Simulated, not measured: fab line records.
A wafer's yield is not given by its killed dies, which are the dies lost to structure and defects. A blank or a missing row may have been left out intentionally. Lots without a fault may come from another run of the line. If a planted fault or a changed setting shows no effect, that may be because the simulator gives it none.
Struck lot and sound lot, side by side -- flow n5Finfet -- 36 steps out of a route of 1938
Sound: wafers L260.4, L260.5, L260.6. Wafers L252.1, L252.2, L252.6 were the ones struck. The cause is named last.
At each step with rows: each side's tool, then ch and its chambers, then its first start. Under that, the readings that differ: sound wafers -- struck wafers -- difference of the means -- sigmas: that difference in standard deviations of wafers without a fault.
alike: words and numbers the same on both sides, and readings whose means are apart by under 2 such deviations; not compared: readings that were withheld, readings missing a value for some wafer, numbers with overlapping values and no deviation given by the record, and bounds like >300 which may hide the same value.
Wherever a step has rows on one side only, a row that says differs or no value, or a row with sigmas, the two part there. Numbers that have no deviation but don't overlap get no sigmas and don't part them. Lack of a reading on every wafer of one side parts them only where that side has two or more wafers.

first, 9 steps without rows for these wafers: N5_BEOL_M4_ANNEAL_95 (time 240 s); N5_BEOL_M4_SPUTTER_96 (material Cu, target thk 4.5 nm, time 8.29 s); N5_BEOL_M4_ECD_50 (material Cu, target thk 300 nm); N5_BEOL_M4_ANNEAL_51 (time 90 s); N5_BEOL_M4_CMP_52 (polishes, stops on SiOC, t overpolish 6.8 s, target thk 40 nm); N5_BEOL_M4_PRE_CLEAN_60 (time 15 s); N5_BEOL_M4_CO_CAP_55 (material Co, precursor CCTBA/H2, target thk 2 nm, time 102.1 s); N5_BEOL_M4_PRE_CLEAN_56 (time 15 s); N5_BEOL_M4_DEP_57 (deposits SiCN from 3MS/NH3, target thk 8 nm, time 14 s).
N5_BEOL_M4_RC_MEAS_101:
  sound on prober-02 ch 0, day 15 15:19; struck on prober-01 ch 0, day 13 03:07
reading,sound,struck,difference,sigmas
IOFF_N (nA/um),0.16 0.15 0.13,0.21 0.26 0.19,+0.07,+2
ION_N (uA/um),666 668 665,681 704 693,+26,+2
ION_P (uA/um),452 458 452,462 480 476,+19,+2
VT_N (mV),254 251 257,245 245 247,-8,-3
  alike: DIBL_N, DIBL_P, IOFF_P, SS_N, SS_P, VT_P
then, 24 steps without rows for these wafers: N5_BEOL_M5_ILD_DEP_00 (deposits SiCOH lowk from DEMS/porogen, target thk 140.64 nm, time 25.9 s); N5_BEOL_M5_CURE_79 (cures SiCOH lowk, time 240 s); N5_BEOL_M5_PECVD_70 (deposits SiO2 from TEOS/O2, target thk 16 nm, time 18 s); N5_BEOL_M5_HM_DEP_02 (deposits TiN, target thk 20 nm); N5_BEOL_M5_COAT_59 (time 60 s, resist thk 60 nm); N5_BEOL_M5_COAT_60 (time 60 s, resist thk 12 nm); N5_BEOL_M5_COAT_71 (time 60 s, resist thk 5 nm); N5_BEOL_M5_COAT_05 (resist thk 30 nm); N5_BEOL_M5_EBR_07; N5_BEOL_M5_SOFTBAKE_06 (time 60 s); N5_BEOL_M5_EXPOSE_08 (exposes mask M5, target cd 28 nm); N5_BEOL_M5_PEB_09 (peb time 60 s); N5_BEOL_M5_DEVELOP_10 (develop time 30 s); N5_BEOL_M5_DESCUM_16 (chemistry O2, time 7 s); N5_BEOL_M5_ETCH_72 (etches underlayer in N2/H2, target depth 6.5 nm, time 5.2 s); N5_BEOL_M5_ETCH_61 (etches SiARC in CF4, target depth 15.6 nm, time 26 s); N5_BEOL_M5_ETCH_62 (etches SOC in N2/H2, target depth 75 nm, overetch 15 nm, time 112.5 s); N5_BEOL_M5_STRIP_63 (strips in N2/H2); N5_BEOL_M5_STRIP_73 (strips in N2/H2); N5_BEOL_M5_STRIP_64 (strips in CF4); N5_BEOL_M5_HM_OPEN_17 (chemistry Cl2/BCl3, target TiN, target depth 20 nm, overetch 6 nm); N5_BEOL_M5_STRIP_19 (strips in O2); N5_BEOL_M5_COAT_65 (time 60 s, resist thk 60 nm); N5_BEOL_M5_COAT_66 (time 60 s, resist thk 12 nm).
N5_BEOL_M9_PECVD_70: deposits SiO2 from TEOS/O2, target thk 20 nm, time 22.7 s.
  sound on pecvd-02 ch 1,2, day 17 08:04; struck on pecvd-04 ch 1,2, day 14 22:47
  no value came back on the struck wafers for any of 6 readings (chamberPressureTorr (Torr), heaterPowerOuterW (W) and others); on the sound wafers chamberPressureTorr (Torr) reads 5.511 5.492 5.502
-- a jump in the record: the struck wafers' starts before and after are 2 days apart (it breaks off in module BEOL_M9 and resumes in module PASSIVATION, where the first step shown is number 1936 of the route) --
N5_PASSIVATION_PROBE_49:
  sound on prober-01, day 20 04:19; struck on prober-02, day 17 05:38
reading,sound,struck,difference,sigmas
defectLimitedYield (%),93.8 91.9 92.8,64.7 62.5 65.7,-28.5,-24
killed_at_M4_up,12 19 14,342 361 322,+327,+54
killedDies,73 96 85,416 443 405,+337,+22
killedOnRim,8 14 13,111 91 114,+94,+26
sort_bin_5_function (%),3.7 4.3 4.3,32.7 34.2 30.8,+28.5,+35
sortNPass,1107 1084 1095,764 737 775,-337,-22
sortYieldPct (%),93.8 91.9 92.8,64.7 62.5 65.7,-28.5,-24
  alike: killed_at_M0_to_M3, killedAtContacts, killedAtFrontEnd, killedAtOther, killedOpen, killedShort, sort_bin_6_memory

WHERE THEY PART
At N5_BEOL_M4_RC_MEAS_101 first; at N5_PASSIVATION_PROBE_49 last (within this record only).

WHY: the cause the simulator had injected
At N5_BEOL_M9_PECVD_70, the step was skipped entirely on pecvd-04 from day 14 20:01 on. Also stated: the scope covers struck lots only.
